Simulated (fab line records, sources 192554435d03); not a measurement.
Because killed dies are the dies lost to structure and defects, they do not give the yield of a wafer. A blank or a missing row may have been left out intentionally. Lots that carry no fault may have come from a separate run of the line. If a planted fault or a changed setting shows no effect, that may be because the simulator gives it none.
fab line records	flow n5-finfet
record lots=7	wafers=39
route steps=1938 shown WELL_APT@55 FIN_SAQP@130 DUMMY_GATE@243 HKMG_FIN@406 MOL_CONTACT_COAG@541
start-h: hours from the record's opening day to when the first of the lot's shown wafers began	wait-h: how many hours have passed since the lot's step before this one	" same as the row above	L1.1+2: one row covering several wafers at once	- no value, or no start given	* or withheld: withheld	< > ~ a bound
route shown NAME@n: a module of which the file shows steps, and the number in the route of the first	usual: mean/standard deviation of fault-free wafers	same: alike in all rows	chamber/n: place in a boat	sites: readings site by site	_std_site: the standard deviation of these	_edge_site: mean of outer sites minus mean of inner sites	radius-mm: for every site, how far away it sits from the centre of the wafer	mask NAME#n: copy n	behind: the tool/chamber that last shaped the wafer	hold: the reason the lot was held/the length of the hold in hours/how it ended	device: the transistor (n, p or np) that didn't switch	end of line: tests of these same wafers at the route's end	a step without rows: its recipe alone	killed: at the first sort, the dies lost to defects and structure; wafer yield is something else	map: a wafer's dies, x killed, . not, _ none there
set.NAME: setting as actually run; set.NAME@STEP: the setting as run at that earlier step	model.NAME: the simulator's own value behind a step, which no gauge read
lots with deliberately changed settings; one table per step, one row per wafer
## steps
# step N5_WELL_APT_EPI_41
# recipe material=Si	target-thk-a=500	temp-c=650	precursor=SiH4/H2	pressure-torr=20	time-s=297.7
lot.wafer	tool	chamber	start-h	wait-h	set.time-s	model.Si_of_WELL_APT_EPI_41.thk-nm
L079.1	epi-rpcvd-01	0	46.29	0.0	297.7	50.25
L079.2	"	0	"	"	286.4	47.72
L079.3	"	0	"	"	286.4	48.18
L079.4	"	0	"	"	297.7	49.48
L079.5	"	0	"	"	297.7	48.97
L079.6	"	0	"	"	286.4	48.04
L085.1	epi-rpcvd-02	0	82.05	0.0	297.7	49.13
L085.2	"	0	"	"	315.6	52.33
L085.3	"	0	"	"	297.7	49.16
L085.4	"	0	"	"	297.7	49.1
L085.5	"	0	"	"	315.6	52
L085.6	"	0	"	"	315.6	51.88
L086.1	epi-rpcvd-01	0	88.07	0.0	297.7	50.56
L086.2	"	0	"	"	297.7	50.64
L086.3	"	0	"	"	297.7	50.82
L086.4	"	0	"	"	297.7	50.94
L086.5	"	0	"	"	297.7	50.68
L086.6	"	0	"	"	297.7	50.32
L088.1	epi-rpcvd-02	0	99.87	0.0	297.7	49.98
L088.2	"	0	"	"	297.7	49.8
L088.3	"	0	"	"	297.7	49.76
L088.4	"	0	"	"	297.7	50.18
L088.5	"	0	"	"	297.7	50.01
L088.6	"	0	"	"	297.7	50.71
L093.1	epi-rpcvd-04	0	129.81	0.0	297.7	49.12
L093.5	"	0	"	"	297.7	49.75
L093.6	"	0	"	"	297.7	49.27
L095.1	epi-rpcvd-04	0	142.21	0.0	320	52.64
L095.2	"	0	"	"	297.7	49.26
L095.3	"	0	"	"	320	53.13
L095.4	"	0	"	"	320	53.01
L095.5	"	0	"	"	297.7	49.3
L095.6	"	0	"	"	297.7	49.8
L097.1	epi-rpcvd-04	0	153.98	0.0	297.7	49.35
L097.2	"	0	"	"	297.7	49.74
L097.3	"	0	"	"	297.7	49.76
L097.4	"	0	"	"	297.7	50.03
L097.5	"	0	"	"	297.7	49.28
L097.6	"	0	"	"	297.7	49.54
# step N5_FIN_SAQP_ETCH_65
# recipe chemistry=CF4	target=SiO2	target-depth-a=40	ion-energy-ev=350	time-s=4.4	pressure-mtorr=10	icp-w=800	bias-w=400	cf4-flow-sccm=80
lot.wafer	tool	chamber	start-h	wait-h	set.time-s	model.etch.depth-nm
L079.1	rie-si-04	1	55.66	0.1	4.4	4.03
L079.2	"	2	"	"	4.4	3.968
L079.3	"	3	"	"	3.774	3.486
L079.4	"	0	"	"	4.4	4.012
L079.5	"	3	"	"	3.774	3.433
L079.6	"	2	"	"	3.774	3.4
L085.1+5	rie-si-03	2	90.39	0.1	3.979	3.554
L085.2	"	3	"	"	4.4	3.929
L085.3	"	1	"	"	3.979	3.608
L085.4	"	0	"	"	4.4	4.105
L085.6	"	3	"	"	4.4	3.879
L086.1	rie-si-05	3	96.84	0.1	3.919	3.567
L086.2	"	1	"	"	4.4	3.95
L086.3	"	0	"	"	3.919	3.7
L086.4	"	2	"	"	4.4	4.043
L086.5	"	3	"	"	4.4	4.049
L086.6	"	2	"	"	3.919	3.583
L088.1	rie-si-04	3	109.09	0.1	5.042	4.639
L088.2	"	0	"	"	4.4	3.957
L088.3	"	1	"	"	4.4	4.026
L088.4	"	2	"	"	4.4	3.954
L088.5	"	2	"	"	5.042	4.491
L088.6	"	3	"	"	5.042	4.586
L093.1	rie-si-03	3	137.41	0.1	4.4	3.925
L093.5	"	3	"	"	4.4	3.95
L093.6	"	0	"	"	4.4	4.12
L095.1	rie-si-04	3	150.95	0.1	4.055	3.764
L095.2	"	0	"	"	4.4	3.962
L095.3	"	2	"	"	4.055	3.678
L095.4	"	1	"	"	4.4	4.038
L095.5	"	3	"	"	4.4	4.039
L095.6	"	2	"	"	4.055	3.677
L097.1	rie-si-03	3	161.59	0.1	4.4	3.916
L097.2	"	2	"	"	4.4	3.945
L097.3	"	1	"	"	4.4	3.923
L097.4	"	0	"	"	4.4	4.108
L097.5	"	0	"	"	4.4	4.09
L097.6	"	1	"	"	4.4	3.903
# step N5_DUMMY_GATE_ETCH_31
# recipe chemistry=C4F6/O2	target=SiO2	mask-material=SOC	target-depth-a=825	time-s=27.5	ion-energy-ev=250	pressure-mtorr=30	source-w=345	bias-w=185	Ar_flow_sccm=300	C4F6_flow_sccm=10	O2_flow_sccm=10
lot.wafer	tool	chamber	start-h	wait-h	set.target-depth-a	model.etch.depth-nm
L079.1	rie-diel-03	3	83.02	0.0	878.4	87.79
L079.2	"	1	"	"	825	82.04
L079.3	"	0	"	"	878.4	85.1
L079.4	"	2	"	"	825	81.12
L079.5	"	0	"	"	878.4	84.79
L079.6	"	3	"	"	825	82.38
L085.1	rie-diel-05	2	113.04	0.2	885.8	90.46
L085.2	"	1	"	"	825	84.36
L085.3	"	0	"	"	825	81.16
L085.4	"	3	"	"	825	83.67
L085.5	"	1	"	"	885.8	90.63
L085.6	"	2	"	"	885.8	90.11
L086.1	rie-diel-03	0	121.20	0.0	825	79.75
L086.2	"	2	"	"	825	79.82
L086.3	"	1	"	"	825	82.32
L086.4	"	3	"	"	825	82.17
L086.5	"	2	"	"	825	79.57
L086.6	"	3	"	"	825	82.7
L088.1	rie-diel-06	0	131.95	0.0	916.4	91.72
L088.2	"	3	"	"	825	80.52
L088.3	"	1	"	"	916.4	88.96
L088.4	"	3	"	"	825	80.76
L088.5	"	1	"	"	825	81.32
L088.6	"	0	"	"	916.4	92.26
L093.1	rie-diel-06	1	161.12	0.2	825	81.61
L093.5	"	0	"	"	825	84.44
L093.6	"	3	"	"	825	81.65
L095.1	rie-diel-05	3	175.33	0.1	740.7	75.11
L095.2	"	1	"	"	825	84.41
L095.3	"	0	"	"	825	81.06
L095.4	"	2	"	"	740.7	75.69
L095.5	"	1	"	"	740.7	75.73
L095.6	"	2	"	"	825	83.67
L097.1	rie-diel-03	3	186.40	0.1	825	82.25
L097.2	"	2	"	"	825	80.19
L097.3	"	1	"	"	790	78.33
L097.4	"	0	"	"	790	76.05
L097.5	"	0	"	"	790	76.58
L097.6	"	3	"	"	825	82.14
# step N5_DUMMY_GATE_ETCH_32
# recipe chemistry=CF4	target=SiO2	target-depth-a=35	time-s=3.9	ion-energy-ev=350	pressure-mtorr=10	icp-w=800	bias-w=400	cf4-flow-sccm=80
lot.wafer	tool	chamber	start-h	wait-h	set.time-s	model.etch.depth-nm
L079.1	rie-si-06	3	83.27	0.1	4.75	4.221
L079.2	"	1	"	"	3.9	3.341
L079.3	"	0	"	"	4.75	4.157
L079.4	"	2	"	"	3.9	3.529
L079.5	"	1	"	"	3.9	3.372
L079.6	"	0	"	"	4.75	4.154
L085.1	rie-si-06	2	113.29	0.1	4.802	4.344
L085.2	"	0	"	"	4.802	4.215
L085.3	"	3	"	"	3.9	3.472
L085.4	"	1	"	"	3.9	3.372
L085.5	"	0	"	"	3.9	3.408
L085.6	"	1	"	"	4.802	4.167
L086.1	rie-si-06	2	121.44	0.1	3.141	2.865
L086.2	"	3	"	"	3.9	3.469
L086.3	"	0	"	"	3.9	3.464
L086.4	"	1	"	"	3.141	2.733
L086.5	"	2	"	"	3.9	3.55
L086.6	"	3	"	"	3.141	2.794
L088.1	rie-si-06	0	132.20	0.1	3.9	3.438
L088.2	"	1	"	"	4.334	3.687
L088.3	"	2	"	"	4.334	3.898
L088.4	"	3	"	"	3.9	3.447
L088.5	"	3	"	"	3.9	3.44
L088.6	"	0	"	"	4.334	3.79
L093.1	rie-si-01	1	161.36	0.1	3.9	3.506
L093.5	"	2	"	"	3.9	3.474
L093.6	"	3	"	"	3.9	3.479
L095.1	rie-si-01	2	175.57	0.1	4.411	3.941
L095.2	"	0	"	"	3.9	3.527
L095.3	"	3	"	"	4.411	3.907
L095.4	"	1	"	"	3.9	3.48
L095.5	"	1	"	"	4.411	3.942
L095.6	"	0	"	"	3.9	3.535
L097.1	rie-si-02	0	186.65	0.1	3.9	3.503
L097.2	"	2	"	"	3.185	2.908
L097.3	"	1	"	"	3.185	2.82
L097.4	"	3	"	"	3.9	3.489
L097.5	"	3	"	"	3.185	2.84
L097.6	"	0	"	"	3.9	3.501
# step N5_HKMG_FIN_ETCH_58
# recipe chemistry=N2/H2	target=SOC	target-depth-a=2158	ion-energy-ev=50	bias-w=13	time-s=741	pressure-mtorr=30	source-w=875	n2-flow-sccm=200	h2-flow-sccm=200
# usual rf-vpp-V=99.1/0.94
lot.wafer	tool	chamber	start-h	wait-h	set.bias-w	rf-vpp-V
L079.1	rie-diel-01	3	108.15	0.0	14.99	109.2
L079.2	"	0	"	"	14.99	109.0
L079.3	"	2	"	"	13	98.3
L079.4	"	1	"	"	13	98.3
L079.5	"	3	"	"	14.99	108.9
L079.6	"	2	"	"	13	97.8
L085.1	rie-diel-02	1	137.93	0.0	11.08	88.9
L085.2	"	3	"	"	11.08	90.3
L085.3	"	0	"	"	13	101.1
L085.4	"	2	"	"	11.08	90.7
L085.5	"	2	"	"	13	101.4
L085.6	"	3	"	"	13	100.4
L086.1	rie-diel-02	0	144.68	0.0	13	99.2
L086.2	"	2	"	"	11.44	90.3
L086.3	"	3	"	"	11.44	92.5
L086.4	"	1	"	"	13	98.9
L086.5	"	2	"	"	13	100.4
L086.6	"	3	"	"	11.44	93.2
L088.1	rie-diel-01	0	157.21	0.0	13	99.8
L088.2	"	1	"	"	13	99.5
L088.3	"	2	"	"	13	98.7
L088.4	"	3	"	"	13	98.4
L088.5	"	0	"	"	13	98.9
L088.6	"	1	"	"	13	100.0
L093.1	rie-diel-02	1	185.63	0.0	13	97.7
L093.5	"	0	"	"	13	98.2
L093.6	"	3	"	"	13	99.3
L095.1	rie-diel-02	2	201.94	0.0	13	99.3
L095.2	"	1	"	"	13	99.9
L095.3	"	0	"	"	13	100.5
L095.4	"	3	"	"	13	100.1
L095.5	"	1	"	"	13	99.3
L095.6	"	2	"	"	13	100.8
L097.1	rie-diel-01	2	212.29	0.0	13	98.1
L097.2	"	1	"	"	13	99.3
L097.3	"	3	"	"	13	98.3
L097.4	"	0	"	"	13	99.9
L097.5	"	0	"	"	13	99.4
L097.6	"	1	"	"	13	99.2
# step N5_MOL_CONTACT_COAG_IMPLANT_129
# recipe species=Ge	energy-kev=3	dose-cm2=6e+14	tilt-deg=0	rotation-deg=0
lot.wafer	tool	chamber	start-h	wait-h	set.energy-kev	model.implant.rp-nm	model.implant.drp-nm
L079.1+5+6	implanter-02	0	123.99	0.0	3.464	6.553	2.333
L079.2+3+4	"	0	"	"	3	6.045	2.134
L085.1+2+3+4+5+6	implanter-01	0	154.23	0.0	3	6.155	2.134
L086.1+3+5	implanter-02	0	160.76	0.0	3.391	6.654	2.303
L086.2+4+6	"	0	"	"	3	6.212	2.134
L088.1+2+3+4+5+6	implanter-02	0	172.68	0.0	3	6.084	2.134
L093.1+5+6	implanter-02	0	201.40	0.0	3	6.149	2.134
L095.1+2+6	implanter-01	0	218.99	0.0	3	6.287	2.134
L095.3+4+5	"	0	"	"	3.841	7.228	2.488
L097.1+2+3+4+5+6	implanter-02	0	228.41	0.0	3	6.222	2.134
## key
split step=N5_WELL_APT_EPI_41	setting=time-s	stated=297.7	by=wafer
response step=N5_WELL_APT_EPI_41	reading=model.Si_of_WELL_APT_EPI_41.thk-nm	change=+0.466	per=1%	r=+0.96
split step=N5_FIN_SAQP_ETCH_65	setting=time-s	stated=4.4	by=wafer
response step=N5_FIN_SAQP_ETCH_65	reading=model.etch.depth-nm	change=+0.0396	per=1%	r=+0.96
split step=N5_DUMMY_GATE_ETCH_31	setting=target-depth-a	stated=825	by=wafer
response step=N5_DUMMY_GATE_ETCH_31	reading=model.etch.depth-nm	change=+0.845	per=1%	r=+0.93
split step=N5_DUMMY_GATE_ETCH_32	setting=time-s	stated=3.9	by=wafer
response step=N5_DUMMY_GATE_ETCH_32	reading=model.etch.depth-nm	change=+0.0348	per=1%	r=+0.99
split step=N5_HKMG_FIN_ETCH_58	setting=bias-w	stated=13	by=wafer
response step=N5_HKMG_FIN_ETCH_58	reading=rf-vpp-V	change=+0.704	per=1%	r=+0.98
split step=N5_MOL_CONTACT_COAG_IMPLANT_129	setting=energy-kev	stated=3	by=wafer
response step=N5_MOL_CONTACT_COAG_IMPLANT_129	reading=model.implant.rp-nm	change=+0.0335	per=1%	r=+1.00
response step=N5_MOL_CONTACT_COAG_IMPLANT_129	reading=model.implant.drp-nm	change=+0.0127	per=1%	r=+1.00
